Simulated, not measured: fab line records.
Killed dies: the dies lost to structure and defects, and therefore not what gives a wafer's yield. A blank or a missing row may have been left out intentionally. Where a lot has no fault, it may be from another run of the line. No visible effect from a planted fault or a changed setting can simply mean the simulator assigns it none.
One fault seen from 3 desks -- flow nand_harc -- numbers are kept per desk, each desk with only its own; the story behind them comes last

== THE DEFECT DESK ==
Counts from the inspections along the route, per lot, as means over the sampled wafers that have a number. The brackets show how far a lot's mean lies from the usual mean; more than 4 standard deviations puts the lot out of limits, marked OUT.
Columns: A = raw_defect_count at NHARC_A_ONON_D2_INSPECT_32, usual 409
lot,first seen here,A
L156,day 13 09:53,436
L161,day 14 19:50,377
L162,day 15 07:30,515
L163,day 15 18:08,438
L164,day 16 01:16,406
L165,day 16 12:01,473
L173,day 19 15:38,283
L174,day 20 22:19,367
L177,day 22 02:36,399
L178,day 22 10:16,443
L179,day 23 02:19,299
This desk's verdict: no lot among the 11 shows anything out of limits.

== THE METROLOGY DESK ==
What the gauges read, lot by lot, whatever tool the lot ran on: means of the sampled wafers that have a number. The brackets show how far a lot's mean lies from the usual mean; more than 4 standard deviations puts the lot out of limits, marked OUT.
Columns: A = thk_nm at NHARC_A_ONON_D2_THK_MEAS_21, usual 1000 nm
lot,first seen here,A
L156,day 13 07:39,993
L161,day 14 17:35,1013
L162,day 15 05:16,1012
L163,day 15 15:51,1005
L164,day 15 23:01,992
L165,day 16 09:46,999
L169,day 18 05:47,508 (-55) OUT
L171,day 19 01:48,503 (-55) OUT
L173,day 19 13:20,993
L174,day 20 20:05,987
L177,day 22 00:22,997
L178,day 22 08:01,1012
L179,day 23 00:04,984
This desk's verdict: out of limits on L169, L171, starting with L169 at day 18 05:47 (thk_nm at NHARC_A_ONON_D2_THK_MEAS_21). L156, L161, L162, L163, L164, L165, L173, L174, L177, L178, L179 stayed within limits.

== THE TOOL OWNER'S DESK: pecvd_onon-03 ==
The tool's own readings at NHARC_A_ONON_D2_DEP_19 (target thk 1000 nm): means of the sampled wafers that have a number, for each lot that ran on this tool. The brackets show how far a lot's mean lies from the usual mean; more than 4 standard deviations puts the lot out of limits, marked OUT.
Columns: A = n2_flow_sccm at NHARC_A_ONON_D2_DEP_19, usual 2750 sccm; B = nh3_flow_sccm at NHARC_A_ONON_D2_DEP_19, usual 499.6 sccm; C = sih4_flow_sccm at NHARC_A_ONON_D2_DEP_19, usual 210.0 sccm
lot,first seen here,A,B,C
L161,day 14 17:04,2744,498.6,209.8
L165,day 16 09:18,2750,501.4,209.7
L169,day 18 05:23,2753,499.8,209.6
L171,day 19 01:17,2753,499.1,210.0
L177,day 21 23:55,2746,499.4,209.9
L179,day 22 23:34,2750,501.0,210.1
This desk's verdict: no lot among the 6 shows anything out of limits.

== PUT TOGETHER ==
An alarm was possible from the metrology desk at day 18 05:47, on L169, L171.
Nothing out of limits was seen by the defect desk.
The tool owner's desk saw nothing out of limits.
The defect desk has no number on record for L169, L171.
The tool owner's desk has L169, L171 on record, within its limits.
The lots listed all ran NHARC_A_ONON_D2_DEP_19 on pecvd_onon-03.

== WHAT THE SIMULATOR HAD INSERTED ==
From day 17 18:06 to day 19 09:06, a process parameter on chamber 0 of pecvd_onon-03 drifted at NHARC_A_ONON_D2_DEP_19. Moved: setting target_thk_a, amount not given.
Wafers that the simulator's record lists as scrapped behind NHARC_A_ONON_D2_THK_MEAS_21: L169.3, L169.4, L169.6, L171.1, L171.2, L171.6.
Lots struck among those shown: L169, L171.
Delay in hours, fault start to first out-of-limits reading, per desk: metrology desk 12.
